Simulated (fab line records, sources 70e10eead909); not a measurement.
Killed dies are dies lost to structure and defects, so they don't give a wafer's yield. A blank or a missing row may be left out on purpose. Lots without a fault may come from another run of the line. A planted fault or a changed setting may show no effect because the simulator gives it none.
Chamber matching | flow nand_harc | NHARC_A_STAIRCASE_TRIM_187 on rie_diel-08: 4 sister chambers
The step chemistry O2, time 211.2 s. 8 wafers are shown with their chamber, then 8 later ones without.

WAFERS WITH THEIR CHAMBER
wafer  | chamber | drypump_motor_current_A (A) | showerhead_plenum_p_Torr (Torr)
L082.1 | 3       | 5.7                         | 3.44
L085.1 | 0       | 5.3                         | 3.72
L085.5 | 3       | 5.7                         | 3.44
L087.6 | 1       | 6.0                         | 3.79
L089.2 | 1       | 6.0                         | 3.79
L089.3 | 2       | 5.5                         | 3.37
L089.5 | 0       | 5.3                         | 3.72
L093.4 | 2       | 5.4                         | 3.36

WAFERS WITHOUT THEIR CHAMBER
wafer  | drypump_motor_current_A (A) | showerhead_plenum_p_Torr (Torr)
L093.5 | 5.4                         | 3.36
L093.6 | 6.0                         | 3.78
L096.2 | 6.0                         | 3.77
L096.5 | 5.5                         | 3.36
L096.6 | 5.7                         | 3.42
L097.1 | 6.0                         | 3.77
L097.2 | 5.5                         | 3.36
L097.5 | 6.0                         | 3.77

WHICH CHAMBER EACH WENT THROUGH
wafer  | from the rows above | in truth
L093.5 | 2                   | 2
L093.6 | 1                   | 1
L096.2 | 1                   | 1
L096.5 | 2                   | 2
L096.6 | 3                   | 3
L097.1 | 1                   | 1
L097.2 | 2                   | 2
L097.5 | 1                   | 1
Placed correctly: 8 of 8. Can't be placed from these rows: 0. Placed wrongly: 0.
How it was worked out, from the rows above alone: a wafer's distance from a chamber is the root of the sum, over the readings, of the square of ((its reading less the chamber's mean) divided by the reading's scatter). The wafer belongs to the nearest chamber; if the next one is less than 2 further off, it can't be placed. A chamber's mean is the mean of its shown wafers. The scatter: the root of (the sum of the squares of (reading less its chamber's mean) over the shown wafers, divided by (wafers less chambers)).
